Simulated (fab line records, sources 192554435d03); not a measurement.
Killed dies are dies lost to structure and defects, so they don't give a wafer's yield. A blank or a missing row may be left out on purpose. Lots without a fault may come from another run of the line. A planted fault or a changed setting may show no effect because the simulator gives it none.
fab line records | flow n5_finfet
record lots=4 wafers=12 last_day=17
route steps=1938 shown BEOL_M4@1099 BEOL_M5@1112 BEOL_M9@1445 PASSIVATION@1936
lots that met no fault: from a run of the same line without faults
start_h: hours from the record's first day to the start of the lot's first wafer shown | wait_h: hours since the lot's step before | " the same as in the row above | L1.1+2: a row that stands for several wafers | - no value, or no start given | * or withheld: withheld | < > ~ a bound
route shown NAME@n: a module of which the file shows steps, and the number in the route of the first | usual: mean/standard deviation of fault-free wafers | same: alike in all rows | chamber/n: place in a boat | sites: the reading at each site | _std_site: their standard deviation | _edge_site: outer sites' mean less inner sites' | radius_mm: how far each site lies from the wafer's centre | mask NAME#n: copy n | behind: the tool/chamber that last shaped the wafer | hold: why the lot was held/for how many hours/how that ended | device: the transistor (n, p or np) that didn't switch | end of line: the same wafers' tests at the end of the route | a step without rows: its recipe alone | killed: dies lost to structure and defects at the first sort, not the wafer's yield | map: a wafer's dies, x killed, . not, _ none there
set.NAME: the setting as run; set.NAME@STEP: as run at that earlier step | model.NAME: the simulator's own value behind a step, which no gauge read
lots at some steps of the route; a table a step, a row a wafer
services: from which hour (start_h, from the record's first day; less than 0 if before it) a tool's chamber was out of use, for how many hours, and why
## steps
# step N5_BEOL_M4_ANNEAL_95
# recipe temp_c=400 time_s=240 ambient=vacuum
# step N5_BEOL_M4_SPUTTER_96
# recipe material=Cu target_thk_a=45 temp_c=-20 chamber_pressure_pa=0.07 power_w=withheld time_s=8.29
# step N5_BEOL_M4_ECD_50
# recipe material=Cu target_thk_a=3000
# step N5_BEOL_M4_ANNEAL_51
# recipe temp_c=225 time_s=90 ambient=N2
# step N5_BEOL_M4_CMP_52
# recipe stop_on=SiOC t_overpolish_s=6.8 down_force_psi=1 platen_rpm=50 clearing_platen_down_force_psi=1.5 clearing_platen_rpm=50 post_cmp_clean=cu_alkaline target_thk_nm=40 clearing_platen_pad_velocity_m_s=0.99484 pad_velocity_m_s=0.99484
# step N5_BEOL_M4_PRE_CLEAN_60
# recipe gas=NH3/H2 time_s=15 temp_c=* rf_power_w=300
# step N5_BEOL_M4_CO_CAP_55
# recipe material=Co target_thk_a=20 temp_c=200 precursor=CCTBA/H2 pressure_torr=30 time_s=102.1
# step N5_BEOL_M4_PRE_CLEAN_56
# recipe gas=NH3 time_s=15 temp_c=withheld rf_power_w=300
# step N5_BEOL_M4_DEP_57
# recipe material=SiCN target_thk_a=80 temp_c=withheld precursor=3MS/NH3 pressure_torr=3 rf_w=202 time_s=14
# step N5_BEOL_M4_RC_MEAS_101
# usual DIBL_N=36.4/1.6 DIBL_P=36.2/1.8 IOFF_N=0.159/0.029 IOFF_P=0.21/0.034 ION_N=670/12 ION_P=459/8.2 SS_N=71.5/0.59 SS_P=73.2/0.54 VT_N=250/3.3 VT_P=-250/3.7
# columns lot.wafer tool chamber start_h wait_h DIBL_N[mV/V] DIBL_P[mV/V] IOFF_N[nA/um] IOFF_P[nA/um] ION_N[uA/um] ION_P[uA/um] SS_N[mV/dec] SS_P[mV/dec] VT_N[mV] VT_P[mV]
L569.1 prober-02 0 208.98 0.0 39.1 38.0 0.234 0.29 694 471 72.2 73.9 244 -245
L569.3 " 0 " " 38.6 36.9 0.235 0.27 696 471 71.9 73.0 241 -244
L569.4 " 0 " " 37.9 36.4 0.209 0.25 691 466 72.2 73.7 244 -244
L574.2 prober-01 0 256.75 0.2 36.7 37.9 0.171 0.21 669 454 72.5 73.3 248 -252
L574.5 " 0 " " 34.8 35.3 0.136 0.16 661 447 71.7 72.5 253 -255
L574.6 " 0 " " 36.0 37.3 0.160 0.19 670 452 71.4 72.8 249 -256
L580.2 prober-02 0 258.55 0.2 37.3 36.2 0.170 0.20 668 459 71.8 73.3 249 -250
L580.3 " 0 " " 34.6 33.0 0.116 0.16 657 451 71.1 72.5 257 -251
L580.4 " 0 " " 39.6 39.0 0.220 0.24 690 466 71.7 73.3 247 -251
L586.2 prober-02 0 304.25 0.2 36.5 34.4 0.146 0.17 665 455 72.2 72.6 250 -253
L586.3 " 0 " " 37.5 36.1 0.160 0.21 666 459 72.0 73.2 249 -252
L586.4 " 0 " " 37.6 35.4 0.173 0.19 684 461 71.6 73.4 247 -250
# step N5_BEOL_M5_ILD_DEP_00
# recipe material=SiCOH_lowk target_thk_a=1406.4 temp_c=300 precursor=DEMS/porogen pressure_torr=5 rf_w=500 time_s=25.9
# step N5_BEOL_M5_CURE_79
# recipe temp_c=385 time_s=240 ambient=He/Ar material=SiCOH_lowk
# step N5_BEOL_M5_PECVD_70
# recipe material=SiO2 target_thk_a=160 temp_c=400 precursor=TEOS/O2 pressure_torr=5.5 rf_w=450 teos_flow_sccm=53.8 gas=O2 flow_sccm=3000 time_s=18
# step N5_BEOL_M5_HM_DEP_02
# recipe material=TiN target_thk_a=200 temp_c=25 chamber_pressure_pa=0.49996
# step N5_BEOL_M5_COAT_59
# recipe resist=SOC temp_c=250 time_s=60 spin_rpm=1500 resist_thk_nm=60
# step N5_BEOL_M5_COAT_60
# recipe resist=SiARC temp_c=220 time_s=60 spin_rpm=1500 resist_thk_nm=12
# step N5_BEOL_M5_COAT_71
# recipe resist=underlayer temp_c=205 time_s=60 spin_rpm=1500 resist_thk_nm=5
# step N5_BEOL_M5_COAT_05
# recipe resist=CAR-EUV spin_rpm=1500 resist_thk_nm=30
# step N5_BEOL_M5_EBR_07
# recipe solvent=PGMEA ebr_width_mm=1.5
# step N5_BEOL_M5_SOFTBAKE_06
# recipe temp_c=110 time_s=60 resist=CAR-EUV
# step N5_BEOL_M5_EXPOSE_08
# recipe mask_id=M5 na=0.33 source_shape=annular sigma_inner=0.4 sigma_outer=0.8 polarization=unpolarized target_cd_nm=28 dose_mj=35.75
# step N5_BEOL_M5_PEB_09
# recipe peb_temp_c=100 peb_time_s=60 resist=CAR-EUV
# step N5_BEOL_M5_DEVELOP_10
# recipe develop_time_s=30 developer=TMAH resist=CAR-EUV rinse_liquid=surfactant_rinse dry=air_spin dev_temp_c=23
# step N5_BEOL_M5_DESCUM_16
# recipe chemistry=O2 time_s=7 source_power_w=50 bias_power_w=20 pressure_mtorr=20 rf_frequency_hz=2.712e+07 temp_c=40 resist=CAR-EUV o2_flow_sccm=225
# step N5_BEOL_M5_ETCH_72
# recipe chemistry=N2/H2 target=underlayer target_depth_a=65 mask_material=CAR-EUV time_s=5.2 ion_energy_ev=200 pressure_mtorr=30 source_w=840 bias_w=150 n2_flow_sccm=200 h2_flow_sccm=200 ends=cleared
# step N5_BEOL_M5_ETCH_61
# recipe chemistry=CF4 target=SiARC target_depth_a=156 mask_material=CAR-EUV time_s=26 ion_energy_ev=80 pressure_mtorr=40 source_w=545 bias_w=36 Ar_flow_sccm=100 cf4_flow_sccm=100 ends=cleared
# step N5_BEOL_M5_ETCH_62
# recipe chemistry=N2/H2 target=SOC target_depth_a=750 overetch_a=150 mask_material=SiARC temp_c=40 time_s=112.5 ion_energy_ev=200 pressure_mtorr=30 source_w=840 bias_w=150 n2_flow_sccm=200 h2_flow_sccm=200
# step N5_BEOL_M5_STRIP_63
# recipe chemistry=N2/H2 temp_c=40 n2_flow_sccm=200 h2_flow_sccm=200 rf_frequency_hz=6e+07
# step N5_BEOL_M5_STRIP_73
# recipe chemistry=N2/H2 temp_c=40 n2_flow_sccm=200 h2_flow_sccm=200 rf_frequency_hz=6e+07
# step N5_BEOL_M5_STRIP_64
# recipe chemistry=CF4 resist=SiARC power_w=300 bias_power_w=75 pressure_mtorr=50 cf4_flow_sccm=150 rf_frequency_hz=6e+07
# step N5_BEOL_M5_HM_OPEN_17
# recipe chemistry=Cl2/BCl3 target_depth_a=200 overetch_a=60 target=TiN mask_material=SOC ion_energy_ev=150 pressure_mtorr=10 icp_w=1000 bias_w=126 Cl2_flow_sccm=53.25 bcl3_flow_sccm=21.75 Ar_flow_sccm=25
# step N5_BEOL_M5_STRIP_19
# recipe chemistry=O2 power_w=400 temp_c=40 pressure_mtorr=30 rf_frequency_hz=6e+07 bias_power_w=0 overash_fraction=0.2 o2_flow_sccm=225
# step N5_BEOL_M5_COAT_65
# recipe resist=SOC temp_c=250 time_s=60 spin_rpm=1500 resist_thk_nm=60
# step N5_BEOL_M5_COAT_66
# recipe resist=SiARC temp_c=220 time_s=60 spin_rpm=1500 resist_thk_nm=12
# step N5_BEOL_M9_STRIP_36
# recipe chemistry=N2/H2 power_w=450 temp_c=40 pressure_mtorr=20 rf_frequency_hz=6e+07 overash_fraction=0.3 bias_power_w=7 h2_frac=0.5 n2_flow_sccm=200 h2_flow_sccm=200
# usual bias_power_w=7.002/0.021 chamber_pressure_mTorr=20.00/0.032 drypump_motor_current_A=5.7/0.43 oes_product_au=0.81/0.082 rf_vpp_V=59.2/1.3 showerhead_plenum_p_Torr=2.57/0.11 throttle_valve_pct=23.89/0.27
# columns lot.wafer tool chamber start_h wait_h bias_power_w chamber_pressure_mTorr drypump_motor_current_A oes_product_au rf_hours_counter_h rf_vpp_V showerhead_plenum_p_Torr throttle_valve_pct model.SOC_of_BEOL_M9_COAT_63.thk_nm
L569.1 rie_diel-02 2 253.75 0.0 6.991 19.97 5.8 0.85 53 61.7 2.69 23.86 0
L569.3 " 1 " " 6.997 19.96 5.1 0.89 32 58.3 2.48 23.83 0
L569.4 " 2 " " 7.010 19.92 5.9 0.86 - 58.2 2.69 23.83 0
L574.2 rie_diel-02 0 296.97 0.0 - - - - - - - - 51.2
L574.5 " 3 " " - - - - - - - - 50.6
L574.6 " 2 " " - - - - - - - - 51.2
L580.2 rie_diel-02 3 300.20 0.0 - - - - - - - - 51
L580.3 " 2 " " - - - - - - - - 51.2
L580.4 " 1 " " - - - - - - - - 51
L586.2 rie_diel-05 3 348.94 0.0 7.015 20.04 5.9 0.82 95 60.4 2.68 23.63 0
L586.3 " 2 " " 7.008 20.07 5.5 0.77 140 60.2 2.44 23.81 0
L586.4 " 1 " " 7.011 20.02 6.3 0.68 240 56.8 2.52 24.26 0
# step N5_BEOL_M9_ETCH_41
# recipe chemistry=CH3F/O2 target=SiCN target_depth_a=366 taper_deg=2 time_s=70.1 ion_energy_ev=120 mask_material=TiN pressure_mtorr=30 source_w=395 bias_w=75 Ar_flow_sccm=150 CH3F_flow_sccm=30 O2_flow_sccm=20
# usual drypump_motor_current_A=5.7/0.43 oes_product_au=0.80/0.082 rf_vpp_V=297.7/1.8 showerhead_plenum_p_Torr=2.02/0.081 throttle_valve_pct=16.38/0.21
# columns lot.wafer tool chamber start_h wait_h drypump_motor_current_A oes_product_au rf_hours_counter_h rf_vpp_V showerhead_plenum_p_Torr throttle_valve_pct model.SOC_of_BEOL_M9_COAT_63.thk_nm
L569.1 rie_diel-02 2 - - 5.9 0.85 53 298.2 2.10 16.13 0
L569.3 " 1 " " 5.1 0.90 32 296.4 1.97 16.39 0
L569.4 " 2 " " 5.9 0.85 - 298.3 2.10 16.15 0
L574.2 rie_diel-02 0 297.05 0.0 5.7 0.70 228 297.4 1.98 16.67 29
L574.5 " 3 " " 5.8 0.86 - 296.7 1.95 16.32 28
L574.6 " 2 " " 5.8 0.83 - 298.3 2.10 16.18 28.8
L580.2 rie_diel-02 3 300.28 0.0 5.7 0.88 59 297.2 1.95 16.33 28
L580.3 " 2 " " 5.8 0.83 70 298.8 2.09 16.18 28.8
L580.4 " 1 " " 5.1 0.87 49 297.9 1.96 16.43 28.2
L586.2 rie_diel-05 3 - - 5.9 0.80 95 299.8 2.10 16.22 0
L586.3 " 2 " " 5.5 0.76 141 296.1 1.92 16.46 0
L586.4 " 1 " " 6.3 0.66 240 297.6 1.97 16.65 0
# step N5_PASSIVATION_PROBE_49
# usual defect_limited_yield=91.1/1.5 killed_at_M0_to_M3=33/9.9 killed_at_M4_up=14/5.2 killed_at_contacts=12/6.7 killed_at_front_end=43/13 killed_at_other=3.4/2.7 killed_dies=105/17 killed_on_rim=14/4.2 killed_open=69/13 killed_short=33/7.5 sort_bin_5_function=5.2/0.91 sort_bin_6_memory=3.3/0.71 sort_n_pass=1075/17 sort_yield_pct=91.1/1.5
# same gross_dies=1180 killed_at_back_side=0 sort_bin_4_leakage[%]=0 sort_bin_8_speed[%]=0
# columns lot.wafer tool chamber start_h wait_h defect_limited_yield[%] killed_at_M0_to_M3 killed_at_M4_up killed_at_contacts killed_at_front_end killed_at_other killed_dies killed_on_rim killed_open killed_short sort_bin_5_function[%] sort_bin_6_memory[%] sort_n_pass sort_yield_pct[%]
L574.2 prober-01 - 357.31 0.1 0 26 1083 16 48 7 1180 152 85 24 96.2 3.7 0 0
L574.5 prober-01 - 357.46 0.2 0 23 1094 10 50 3 1180 152 65 30 96.4 3.3 0 0
L574.6 prober-01 - 357.51 0.3 0 21 1114 9 31 5 1180 152 46 25 97.3 2.6 0 0
L580.2 prober-02 - 360.28 0.1 0 45 1086 20 27 2 1180 152 70 32 96.5 3.1 0 0
L580.3 prober-02 - 360.33 0.1 0 41 1089 20 29 1 1180 152 76 29 96.4 3.1 0 0
L580.4 prober-02 - 360.38 0.2 0 31 1099 9 31 10 1180 152 49 38 96.7 3.1 0 0
L586.2 prober-02 - 406.82 0.1 88.8 34 23 17 57 1 132 13 81 49 6.2 4.8 1048 88.8
# killed by level:class
L574.2 BEOL_M9:area_ald=1071 FIN_SAQP:geometric_particle:open=16 MOL_CONTACT_COAG:geometric_particle:open=12 FIN_SAQP:geometric_particle:short=7 BEOL_M0_SAQP:geometric_particle:open=7 STI_FIN_REVEAL:geometric_particle:open=5 DUMMY_GATE:geometric_particle:open=5 ILD0:geometric_particle:open=5
L574.5 BEOL_M9:area_ald=1085 FIN_SAQP:geometric_particle:open=16 MOL_CONTACT_COAG:geometric_particle:open=9 BEOL_M3:geometric_particle:open=8 DUMMY_GATE:geometric_particle:open=7 FIN_SAQP:geometric_particle:short=6 DUMMY_GATE:geometric_particle:short=5 BEOL_M2:geometric_particle:open=5
L574.6 BEOL_M9:area_ald=1107 FIN_SAQP:geometric_particle:open=8 MOL_CONTACT_COAG:geometric_particle:open=7 BEOL_M1:geometric_particle:open=7 FIN_SAQP:geometric_particle:short=6 BEOL_M0_SAQP:geometric_particle:open=5 BEOL_M4:geometric_particle:open=4 BEOL_M0_SAQP:geometric_particle:short=3
L580.2 BEOL_M9:area_ald=1077 BEOL_M2:geometric_particle:open=22 MOL_CONTACT_COAG:geometric_particle:open=19 FIN_SAQP:geometric_particle:short=9 BEOL_M3:geometric_particle:open=6 BEOL_M4:geometric_particle:short=5 STI_FIN_REVEAL:geometric_particle:open=4 BEOL_M0_SAQP:geometric_particle:short=4
L580.3 BEOL_M9:area_ald=1074 MOL_CONTACT_COAG:geometric_particle:open=17 BEOL_M2:geometric_particle:open=15 BEOL_M0_SAQP:geometric_particle:open=12 BEOL_M4:geometric_particle:open=9 BEOL_M0_SAQP:geometric_particle:short=6 STI_FIN_REVEAL:geometric_particle:open=6 FIN_SAQP:geometric_particle:short=4
L580.4 BEOL_M9:area_ald=1091 BEOL_M1:geometric_particle:open=9 FIN_SAQP:geometric_particle:short=8 BEOL_M2:geometric_particle:open=8 MOL_CONTACT_COAG:geometric_particle:open=7 BEOL_M0_SAQP:geometric_particle:short=7 STI_FIN_REVEAL:geometric_particle:open=5 FIN_SAQP:geometric_particle:open=4
L586.2 FIN_SAQP:geometric_particle:short=15 STI_FIN_REVEAL:geometric_particle:open=12 MOL_CONTACT_COAG:geometric_particle:open=11 BEOL_M2:geometric_particle:open=8 FIN_SAQP:geometric_particle:open=7 BEOL_M0:geometric_particle:open=7 BEOL_M4:geometric_particle:open=7 MOL_CONTACT_COAG:geometric_particle:short=6
# map L574.2 (x killed, . not)
_________________xxxxxxxxxxxx________________
______________xxxxxxxxxxxxxxxxxx_____________
___________xxxxxxxxxxxxxxxxxxxxxxxx__________
__________xxxxxxxxxxxxxxxxxxxxxxxxxx_________
________xxxxxxxxxxxxxxxxxxxxxxxxxxxxxx_______
_______xxxxxxxxxxxxxxxxxxxxxxxxxxxxxxxx______
______xxxxxxxxxxxxxxxxxxxxxxxxxxxxxxxxxx_____
_____xxxxxxxxxxxxxxxxxxxxxxxxxxxxxxxxxxxx____
____xxxxxxxxxxxxxxxxxxxxxxxxxxxxxxxxxxxxxx___
___xxxxxxxxxxxxxxxxxxxxxxxxxxxxxxxxxxxxxxxx__
___xxxxxxxxxxxxxxxxxxxxxxxxxxxxxxxxxxxxxxxx__
__xxxxxxxxxxxxxxxxxxxxxxxxxxxxxxxxxxxxxxxxxx_
__xxxxxxxxxxxxxxxxxxxxxxxxxxxxxxxxxxxxxxxxxx_
_xxxxxxxxxxxxxxxxxxxxxxxxxxxxxxxxxxxxxxxxxxxx
_xxxxxxxxxxxxxxxxxxxxxxxxxxxxxxxxxxxxxxxxxxxx
_xxxxxxxxxxxxxxxxxxxxxxxxxxxxxxxxxxxxxxxxxxxx
_xxxxxxxxxxxxxxxxxxxxxxxxxxxxxxxxxxxxxxxxxxxx
_xxxxxxxxxxxxxxxxxxxxxxxxxxxxxxxxxxxxxxxxxxxx
_xxxxxxxxxxxxxxxxxxxxxxxxxxxxxxxxxxxxxxxxxxxx
_xxxxxxxxxxxxxxxxxxxxxxxxxxxxxxxxxxxxxxxxxxxx
_xxxxxxxxxxxxxxxxxxxxxxxxxxxxxxxxxxxxxxxxxxxx
__xxxxxxxxxxxxxxxxxxxxxxxxxxxxxxxxxxxxxxxxxx_
__xxxxxxxxxxxxxxxxxxxxxxxxxxxxxxxxxxxxxxxxxx_
___xxxxxxxxxxxxxxxxxxxxxxxxxxxxxxxxxxxxxxxx__
___xxxxxxxxxxxxxxxxxxxxxxxxxxxxxxxxxxxxxxxx__
____xxxxxxxxxxxxxxxxxxxxxxxxxxxxxxxxxxxxxx___
_____xxxxxxxxxxxxxxxxxxxxxxxxxxxxxxxxxxxx____
______xxxxxxxxxxxxxxxxxxxxxxxxxxxxxxxxxx_____
_______xxxxxxxxxxxxxxxxxxxxxxxxxxxxxxxx______
________xxxxxxxxxxxxxxxxxxxxxxxxxxxxxx_______
__________xxxxxxxxxxxxxxxxxxxxxxxxxx_________
___________xxxxxxxxxxxxxxxxxxxxxxxx__________
______________xxxxxxxxxxxxxxxxxx_____________
_________________xxxxxxxxxxxx________________
# map L580.2 (x killed, . not)
_________________xxxxxxxxxxxx________________
______________xxxxxxxxxxxxxxxxxx_____________
___________xxxxxxxxxxxxxxxxxxxxxxxx__________
__________xxxxxxxxxxxxxxxxxxxxxxxxxx_________
________xxxxxxxxxxxxxxxxxxxxxxxxxxxxxx_______
_______xxxxxxxxxxxxxxxxxxxxxxxxxxxxxxxx______
______xxxxxxxxxxxxxxxxxxxxxxxxxxxxxxxxxx_____
_____xxxxxxxxxxxxxxxxxxxxxxxxxxxxxxxxxxxx____
____xxxxxxxxxxxxxxxxxxxxxxxxxxxxxxxxxxxxxx___
___xxxxxxxxxxxxxxxxxxxxxxxxxxxxxxxxxxxxxxxx__
___xxxxxxxxxxxxxxxxxxxxxxxxxxxxxxxxxxxxxxxx__
__xxxxxxxxxxxxxxxxxxxxxxxxxxxxxxxxxxxxxxxxxx_
__xxxxxxxxxxxxxxxxxxxxxxxxxxxxxxxxxxxxxxxxxx_
_xxxxxxxxxxxxxxxxxxxxxxxxxxxxxxxxxxxxxxxxxxxx
_xxxxxxxxxxxxxxxxxxxxxxxxxxxxxxxxxxxxxxxxxxxx
_xxxxxxxxxxxxxxxxxxxxxxxxxxxxxxxxxxxxxxxxxxxx
_xxxxxxxxxxxxxxxxxxxxxxxxxxxxxxxxxxxxxxxxxxxx
_xxxxxxxxxxxxxxxxxxxxxxxxxxxxxxxxxxxxxxxxxxxx
_xxxxxxxxxxxxxxxxxxxxxxxxxxxxxxxxxxxxxxxxxxxx
_xxxxxxxxxxxxxxxxxxxxxxxxxxxxxxxxxxxxxxxxxxxx
_xxxxxxxxxxxxxxxxxxxxxxxxxxxxxxxxxxxxxxxxxxxx
__xxxxxxxxxxxxxxxxxxxxxxxxxxxxxxxxxxxxxxxxxx_
__xxxxxxxxxxxxxxxxxxxxxxxxxxxxxxxxxxxxxxxxxx_
___xxxxxxxxxxxxxxxxxxxxxxxxxxxxxxxxxxxxxxxx__
___xxxxxxxxxxxxxxxxxxxxxxxxxxxxxxxxxxxxxxxx__
____xxxxxxxxxxxxxxxxxxxxxxxxxxxxxxxxxxxxxx___
_____xxxxxxxxxxxxxxxxxxxxxxxxxxxxxxxxxxxx____
______xxxxxxxxxxxxxxxxxxxxxxxxxxxxxxxxxx_____
_______xxxxxxxxxxxxxxxxxxxxxxxxxxxxxxxx______
________xxxxxxxxxxxxxxxxxxxxxxxxxxxxxx_______
__________xxxxxxxxxxxxxxxxxxxxxxxxxx_________
___________xxxxxxxxxxxxxxxxxxxxxxxx__________
______________xxxxxxxxxxxxxxxxxx_____________
_________________xxxxxxxxxxxx________________
## services
# columns tool chamber start_h hours kind
rie_diel-05 1 238.66 19.1 repair
rie_diel-02 3 253.47 2.3 repair
rie_diel-05 0 273.24 - clean
rie_diel-05 0 273.24 - consumable_replace:focus_ring
rie_diel-05 0 273.24 - consumable_replace:showerhead
## key
first_sign step=N5_BEOL_M9_STRIP_36 reading=tool_record direction=missing
effect step=N5_PASSIVATION_PROBE_49 reading=killed_at_M4_up direction=up sigmas=99+ usual=14 struck=1094
model_effect step=N5_BEOL_M9_STRIP_36 value=SOC_of_BEOL_M9_COAT_63.thk_nm without=0 struck=51.03
model_effect step=N5_BEOL_M9_ETCH_41 value=SOC_of_BEOL_M9_COAT_63.thk_nm without=0 struck=28.47
more_kills_born_at N5_BEOL_M9_ALD_74@ald_metal-02=3263 N5_BEOL_M9_ALD_74@ald_metal-03=3242
met_at N5_BEOL_M9_STRIP_36
struck_wafers L574.2,L574.5,L574.6,L580.2,L580.3,L580.4
later_rows_left_out L574.2,L574.5,L574.6,L580.2,L580.3,L580.4
onset_between 253.75 296.97
fault kind=skipped_step_whole tool=rie_diel-02 chamber=- onset_h=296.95 steps=N5_BEOL_M9_STRIP_36 scope=struck_lots_only
# later_rows_left_out: the simulator's readings of these wafers behind a module that went badly wrong aren't trusted and aren't shown, but for the sort
